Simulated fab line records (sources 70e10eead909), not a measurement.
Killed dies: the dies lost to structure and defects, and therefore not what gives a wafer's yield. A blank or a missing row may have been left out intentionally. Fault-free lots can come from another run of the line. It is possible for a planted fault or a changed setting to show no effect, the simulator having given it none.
A lot that was struck, set against a sound lot + flow nand harc + 13 out of 1302 route steps
Sound: these wafers, L522.1, L522.2, L522.4. The struck wafers were L527.1, L527.2, L527.5. At the end, the cause is stated.
Order at every step that has rows: each side's tool, ch and its chambers, its first start. Under that, the readings that differ: sound wafers + struck wafers + difference of the means + sigmas: that difference in standard deviations of wafers without a fault.
alike: words and numbers the same on both sides, and readings whose means are apart by under 2 such deviations; not compared: readings that were withheld, readings missing a value for some wafer, numbers with overlapping values and no deviation given by the record, and bounds like >300 which may hide the same value.
Wherever a step has rows on one side only, a row that says differs or no value, or a row with sigmas, the two part there. Numbers that have no deviation but don't overlap get no sigmas and don't part them. A reading missing from all wafers of one side parts the sides only when that side holds two or more wafers.

NHARC_A_CHANNEL_FILL_D1_THK_MEAS_06: measures by ellipsometry.
  sound: film metro-02 at day 10 14:32; struck: film metro-01 at day 13 01:47
  alike: thk nm
NHARC_A_CHANNEL_FILL_D1_ALD_25: deposits SiOx, target thk 60 nm, pulse time 10 s, ald cycles 600.
  sound on ald hk-03 ch 0,1,2, day 10 15:25; struck on ald hk-01 ch 0,2,3, day 13 01:51
| reading            | sound       | struck      | difference | sigmas |
|--------------------|-------------|-------------|------------|--------|
| heater power w (W) | 504 505 464 | 423 442 422 | -62        | -2     |
  alike: precursor pulse height rel, susceptor temp C
NHARC_A_CHANNEL_FILL_D1_ETCHBACK_08: etches the open film in C4F8, target depth 220 nm, time 110 s.
  sound: rie diel-04 ch 1,3; struck: rie diel-01 ch 0,3
  alike: chamber pressure mTorr, oes product au, rf vpp V
  not compared: rf hours counter h
NHARC_A_CHANNEL_FILL_D1_STRIP_29: strips in O2, time 20 s.
  sound on rie diel-04 ch 0,1,3, day 10 20:33; struck on rie diel-01 ch 1,3, day 13 07:35
  alike: drypump motor current A, o2 flow sccm, oes product au, rf vpp V, showerhead plenum p Torr, throttle valve pct
  not compared: rf hours counter h
then, 3 steps without rows for these wafers: NHARC_A_CHANNEL_FILL_D1_PRECLEAN_30 (cleans in dHF, time 30 s); NHARC_A_CHANNEL_FILL_D1_SRD_31; NHARC_A_CHANNEL_FILL_D1_CVD_09 (deposits poly-Si, target thk 150 nm, time 3000 s).
NHARC_A_CHANNEL_FILL_D1_CMP_10: polishes, target thk 150 nm.
  sound on cmp-01 ch 0,1,2, day 11 01:49; struck on cmp-03 ch 1,2,3, day 13 13:25
  alike: motor current A, time to endpoint s
then, 1 step without rows for these wafers: NHARC_A_CHANNEL_FILL_D1_SRD_12.
NHARC_A_CHANNEL_FILL_D1_INSPECT_13:
  sound: defect inspect-02 at day 11 02:13; struck: defect inspect-01 at day 13 13:47
| reading          | sound       | struck      | difference | sigmas |
|------------------|-------------|-------------|------------|--------|
| raw defect count | 179 137 171 | 477 255 366 | +204       | +2     |
NHARC_A_DECK1_JOINT_ETCHBACK_07: etches the open film in HBr, target depth 105 nm, time 26.9 s.
  sound on rie si-05 ch 0,2,3, day 11 02:17; struck on rie si-05 ch 0,2,3, day 13 13:50
  no value came back on the struck wafers for any of 7 readings (bias w (W), chamber pressure mTorr (mTorr) and others); on the sound wafers bias w (W) reads 60.01 60.25 60.03
then, 1 step without rows for these wafers: NHARC_A_DECK1_JOINT_ETCH_25 (etches SiO2 in dHF, target depth 0.5 nm).
-- record jumps: 13 days between struck wafers' starts before vs after; left off in module A_DECK1_JOINT, resumes in module END, first step shown is number 1302 of the route --
NHARC_END_SORT_01:
  the record has rows for the struck wafers here (prober-02 ch 0, day 27 01:44) and none for the sound ones

WHERE THEY PART
At NHARC_A_CHANNEL_FILL_D1_ALD_25 first; at NHARC_END_SORT_01 last (within this record only).

WHY: what the simulator had put in
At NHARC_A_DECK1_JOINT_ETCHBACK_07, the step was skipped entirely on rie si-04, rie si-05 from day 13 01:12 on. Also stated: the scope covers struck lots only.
